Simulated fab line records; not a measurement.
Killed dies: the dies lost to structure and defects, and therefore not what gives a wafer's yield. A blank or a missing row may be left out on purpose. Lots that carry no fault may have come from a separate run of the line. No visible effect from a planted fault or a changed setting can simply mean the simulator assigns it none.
What tool caused it? :: flow n5_finfet :: 24 lots, 72 wafers sampled, at 2 steps of a route of 1938

WHAT EACH GAUGE READ, for each wafer
N5_BEOL_M4_CD_MEAS_35: target cd 18 nm, target cd y 22.4 nm. Usual: cd_nm reads 18.0 nm (standard deviation 0.46).
lot: L074
measured: day 8 11:15
on: cd_sem-03
cd_nm (nm): 17.6 18.0 18.1
flag: 

lot: L076
measured: day 9 01:35
on: cd_sem-03
cd_nm (nm): 17.9 17.4 17.8
flag: 

lot: L075
measured: day 8 11:30
on: cd_sem-01
cd_nm (nm): 18.9 18.5 18.7
flag: 

lot: L077
measured: day 9 02:20
on: cd_sem-02
cd_nm (nm): 18.4 18.4 17.9
flag: 

lot: L078
measured: day 9 05:08
on: cd_sem-02
cd_nm (nm): 18.4 18.4 18.8
flag: 

lot: L080
measured: day 9 05:23
on: cd_sem-02
cd_nm (nm): 17.2 18.0 18.0
flag: 

lot: L079
measured: day 9 08:06
on: cd_sem-02
cd_nm (nm): 18.0 18.0 17.2
flag: 

lot: L082
measured: day 10 06:07
on: cd_sem-01
cd_nm (nm): 17.7 18.2 17.9
flag: 

lot: L081
measured: day 10 06:20
on: cd_sem-01
cd_nm (nm): 17.9 18.2 18.3
flag: 

lot: L084
measured: day 10 09:22
on: cd_sem-03
cd_nm (nm): 17.1 17.9 18.1
flag: 

lot: L083
measured: day 10 09:22
on: cd_sem-01
cd_nm (nm): 17.6 18.8 18.1
flag: 

lot: L085
measured: day 11 06:58
on: cd_sem-01
cd_nm (nm): 18.7 17.7 18.3
flag: 

lot: L087
measured: day 11 07:26
on: cd_sem-02
cd_nm (nm): 18.2 17.5 17.7
flag: 

lot: L088
measured: day 11 11:14
on: cd_sem-01
cd_nm (nm): 18.5 18.1 18.7
flag: 

lot: L086
measured: day 11 14:32
on: cd_sem-02
cd_nm (nm): 17.6 18.2 18.2
flag: 

lot: L089
measured: day 11 15:02
on: cd_sem-02
cd_nm (nm): 17.3 17.4 17.7
flag: 

lot: L091
measured: day 12 01:36
on: cd_sem-02
cd_nm (nm): 18.2 17.7 17.8
flag: 

lot: L090
measured: day 12 10:44
on: cd_sem-03
cd_nm (nm): 18.1 18.3 18.4
flag: 

lot: L092
measured: day 12 15:00
on: cd_sem-03
cd_nm (nm): 17.5 17.6 17.7
flag: 

lot: L093
measured: day 12 18:26
on: cd_sem-02
cd_nm (nm): 17.3 17.0 17.9
flag: 

lot: L094
measured: day 13 09:28
on: cd_sem-03
cd_nm (nm): 17.7 17.9 18.5
flag: 

lot: L095
measured: day 13 09:40
on: cd_sem-02
cd_nm (nm): 17.9 17.4 18.0
flag: 

lot: L097
measured: day 14 08:49
on: cd_sem-03
cd_nm (nm): 17.2 17.2 17.2
flag: 

lot: L096
measured: day 14 09:05
on: cd_sem-02
cd_nm (nm): 18.1 18.0 17.8
flag: 

WHAT TOOL EACH LOT RAN ON (gives the tool, then ch and the chambers of the sampled wafers, and finally the start)
lot: L074
N5_BEOL_M4_STRIP_19: rie_diel-03 ch 0,2,3, day 8 04:58

lot: L076
N5_BEOL_M4_STRIP_19: rie_diel-01 ch 1,2, day 8 07:57

lot: L075
N5_BEOL_M4_STRIP_19: rie_diel-01 ch 1,2, day 8 08:07

lot: L077
N5_BEOL_M4_STRIP_19: rie_diel-01 ch 0,1,2, day 8 11:27

lot: L078
N5_BEOL_M4_STRIP_19: rie_diel-01 ch 0,1,2, day 8 21:19

lot: L080
N5_BEOL_M4_STRIP_19: rie_diel-03 ch 0,2,3, day 8 22:08

lot: L079
N5_BEOL_M4_STRIP_19: rie_diel-01 ch 0,1,3, day 8 23:25

lot: L082
N5_BEOL_M4_STRIP_19: rie_diel-03 ch 0,2, day 9 22:41

lot: L081
N5_BEOL_M4_STRIP_19: rie_diel-01 ch 2,3, day 9 22:55

lot: L084
N5_BEOL_M4_STRIP_19: rie_diel-03 ch 0,1,3, day 10 07:35

lot: L083
N5_BEOL_M4_STRIP_19: rie_diel-05 ch 0,3, day 10 08:00

lot: L085
N5_BEOL_M4_STRIP_19: rie_diel-05 ch 2,3, day 10 23:03

lot: L087
N5_BEOL_M4_STRIP_19: rie_diel-01 ch 1,2, day 11 00:07

lot: L088
N5_BEOL_M4_STRIP_19: rie_diel-05 ch 1,2,3, day 11 07:40

lot: L086
N5_BEOL_M4_STRIP_19: rie_diel-05 ch 1,2,3, day 11 11:32

lot: L089
N5_BEOL_M4_STRIP_19: rie_diel-01 ch 1,3, day 11 12:07

lot: L091
N5_BEOL_M4_STRIP_19: rie_diel-03 ch 0,1,3, day 11 16:31

lot: L090
N5_BEOL_M4_STRIP_19: rie_diel-01 ch 1,2, day 11 20:29

lot: L092
N5_BEOL_M4_STRIP_19: rie_diel-05 ch 1,2, day 12 09:32

lot: L093
N5_BEOL_M4_STRIP_19: rie_diel-01 ch 0,2, day 12 16:01

lot: L094
N5_BEOL_M4_STRIP_19: rie_diel-03 ch 0,2,3, day 13 01:04

lot: L095
N5_BEOL_M4_STRIP_19: rie_diel-01 ch 0,1,2, day 13 02:04

lot: L097
N5_BEOL_M4_STRIP_19: rie_diel-01 ch 0,2, day 13 20:47

lot: L096
N5_BEOL_M4_STRIP_19: rie_diel-01 ch 0,1,2, day 13 21:50
- N5_BEOL_M4_STRIP_19: strips in O2.

WHAT THE TOOLS THEMSELVES READ (means of the sampled wafers that have a number; where no wafer has one, the mark that the record gives instead)
N5_BEOL_M4_STRIP_19. Usual: drypump_motor_current_A 5.8 A, standard deviation 0.34; oes_product_au 0.81 a.u., standard deviation 0.084; rf_vpp_V 3.6 V, standard deviation 0.47; showerhead_plenum_p_Torr 2.11 Torr, standard deviation 0.075; throttle_valve_pct 16.67 %, standard deviation 0.18.
lot: L074
tool: rie_diel-03
drypump_motor_current_A (A): 5.6
oes_product_au (a.u.): 0.76
rf_vpp_V (V): 3.7
showerhead_plenum_p_Torr (Torr): 2.10
throttle_valve_pct (%): 16.74
flag: 

lot: L076
tool: rie_diel-01
drypump_motor_current_A (A): 6.1
oes_product_au (a.u.): 0.91
rf_vpp_V (V): 3.3
showerhead_plenum_p_Torr (Torr): 2.16
throttle_valve_pct (%): 16.54
flag: 

lot: L075
tool: rie_diel-01
drypump_motor_current_A (A): 6.1
oes_product_au (a.u.): 0.91
rf_vpp_V (V): 3.6
showerhead_plenum_p_Torr (Torr): 2.16
throttle_valve_pct (%): 16.55
flag: 

lot: L077
tool: rie_diel-01
drypump_motor_current_A (A): 6.1
oes_product_au (a.u.): 0.85
rf_vpp_V (V): 3.8
showerhead_plenum_p_Torr (Torr): 2.14
throttle_valve_pct (%): 16.62
flag: 

lot: L078
tool: rie_diel-01
drypump_motor_current_A (A): 6.1
oes_product_au (a.u.): 0.84
rf_vpp_V (V): 3.3
showerhead_plenum_p_Torr (Torr): 2.14
throttle_valve_pct (%): 16.62
flag: 

lot: L080
tool: rie_diel-03
drypump_motor_current_A (A): 5.6
oes_product_au (a.u.): 0.75
rf_vpp_V (V): 3.5
showerhead_plenum_p_Torr (Torr): 2.09
throttle_valve_pct (%): 16.75
flag: 

lot: L079
tool: rie_diel-01
drypump_motor_current_A (A): 5.7
oes_product_au (a.u.): 0.83
rf_vpp_V (V): 3.7
showerhead_plenum_p_Torr (Torr): 2.18
throttle_valve_pct (%): 16.58
flag: 

lot: L082
tool: rie_diel-03
drypump_motor_current_A (A): 5.6
oes_product_au (a.u.): 0.71
rf_vpp_V (V): 3.7
showerhead_plenum_p_Torr (Torr): 2.11
throttle_valve_pct (%): 16.97
flag: 

lot: L081
tool: rie_diel-01
drypump_motor_current_A (A): 5.5
oes_product_au (a.u.): 0.92
rf_vpp_V (V): 4.0
showerhead_plenum_p_Torr (Torr): 2.19
throttle_valve_pct (%): 16.42
flag: 

lot: L084
tool: rie_diel-03
drypump_motor_current_A (A): 5.6
oes_product_au (a.u.): 0.74
rf_vpp_V (V): 3.6
showerhead_plenum_p_Torr (Torr): 2.08
throttle_valve_pct (%): 16.86
flag: 

lot: L083
tool: rie_diel-05
drypump_motor_current_A (A): 5.6
oes_product_au (a.u.): 0.80
rf_vpp_V (V): 3.6
showerhead_plenum_p_Torr (Torr): 2.05
throttle_valve_pct (%): 16.63
flag: 

lot: L085
tool: rie_diel-05
drypump_motor_current_A (A): 5.7
oes_product_au (a.u.): 0.90
rf_vpp_V (V): 3.3
showerhead_plenum_p_Torr (Torr): 2.04
throttle_valve_pct (%): 16.81
flag: 

lot: L087
tool: rie_diel-01
drypump_motor_current_A (A): 6.0
oes_product_au (a.u.): 0.82
rf_vpp_V (V): 3.6
showerhead_plenum_p_Torr (Torr): 2.19
throttle_valve_pct (%): 16.64
flag: 

lot: L088
tool: rie_diel-05
drypump_motor_current_A (A): 5.6
oes_product_au (a.u.): 0.88
rf_vpp_V (V): 3.4
showerhead_plenum_p_Torr (Torr): 2.07
throttle_valve_pct (%): 16.70
flag: 

lot: L086
tool: rie_diel-05
drypump_motor_current_A (A): 5.7
oes_product_au (a.u.): 0.88
rf_vpp_V (V): 3.7
showerhead_plenum_p_Torr (Torr): 2.07
throttle_valve_pct (%): 16.69
flag: 

lot: L089
tool: rie_diel-01
drypump_motor_current_A (A): 5.7
oes_product_au (a.u.): 0.80
rf_vpp_V (V): 4.0
showerhead_plenum_p_Torr (Torr): 2.22
throttle_valve_pct (%): 16.61
flag: 

lot: L091
tool: rie_diel-03
drypump_motor_current_A (A): 5.5
oes_product_au (a.u.): 0.73
rf_vpp_V (V): 3.5
showerhead_plenum_p_Torr (Torr): 2.08
throttle_valve_pct (%): 16.87
flag: 

lot: L090
tool: rie_diel-01
drypump_motor_current_A (A): 6.1
oes_product_au (a.u.): 0.86
rf_vpp_V (V): 3.6
showerhead_plenum_p_Torr (Torr): 2.15
throttle_valve_pct (%): 16.61
flag: 

lot: L092
tool: rie_diel-05
drypump_motor_current_A (A): 5.8
oes_product_au (a.u.): 0.86
rf_vpp_V (V): 3.8
showerhead_plenum_p_Torr (Torr): 2.11
throttle_valve_pct (%): 16.63
flag: 

lot: L093
tool: rie_diel-01
drypump_motor_current_A (A): 6.2
oes_product_au (a.u.): 0.85
rf_vpp_V (V): 3.8
showerhead_plenum_p_Torr (Torr): 2.10
throttle_valve_pct (%): 16.62
flag: 

lot: L094
tool: rie_diel-03
drypump_motor_current_A (A): 5.6
oes_product_au (a.u.): 0.73
rf_vpp_V (V): 3.6
showerhead_plenum_p_Torr (Torr): 2.08
throttle_valve_pct (%): 16.82
flag: 

lot: L095
tool: rie_diel-01
drypump_motor_current_A (A): 6.1
oes_product_au (a.u.): 0.79
rf_vpp_V (V): 3.5
showerhead_plenum_p_Torr (Torr): 2.13
throttle_valve_pct (%): 16.69
flag: 

lot: L097
tool: rie_diel-01
drypump_motor_current_A (A): 6.2
oes_product_au (a.u.): 0.78
rf_vpp_V (V): 4.2
showerhead_plenum_p_Torr (Torr): 2.08
throttle_valve_pct (%): 16.71
flag: 

lot: L096
tool: rie_diel-01
drypump_motor_current_A (A): 6.1
oes_product_au (a.u.): 0.78
rf_vpp_V (V): 3.5
showerhead_plenum_p_Torr (Torr): 2.13
throttle_valve_pct (%): 16.71
flag: 

THE ANSWER, worked out from the rows above alone
Rule: take the mean of a lot's wafers that have a number; if it is more than 3 standard deviations from the usual mean, the lot is off. A lot without any number at a reading at which 4 lots or more have one is off too. All remaining lots with rows at the step are treated as sound. The gauges are gone through in route order, then the tools' own readings, and for those a lot's mean is taken as printed above. At the first step where some lot is off, the reading lying furthest off is the one used; lots without a number count as furthest.
Nothing can be told from this: no lot is off at any reading shown.

WHAT THE SIMULATOR HAD INSERTED
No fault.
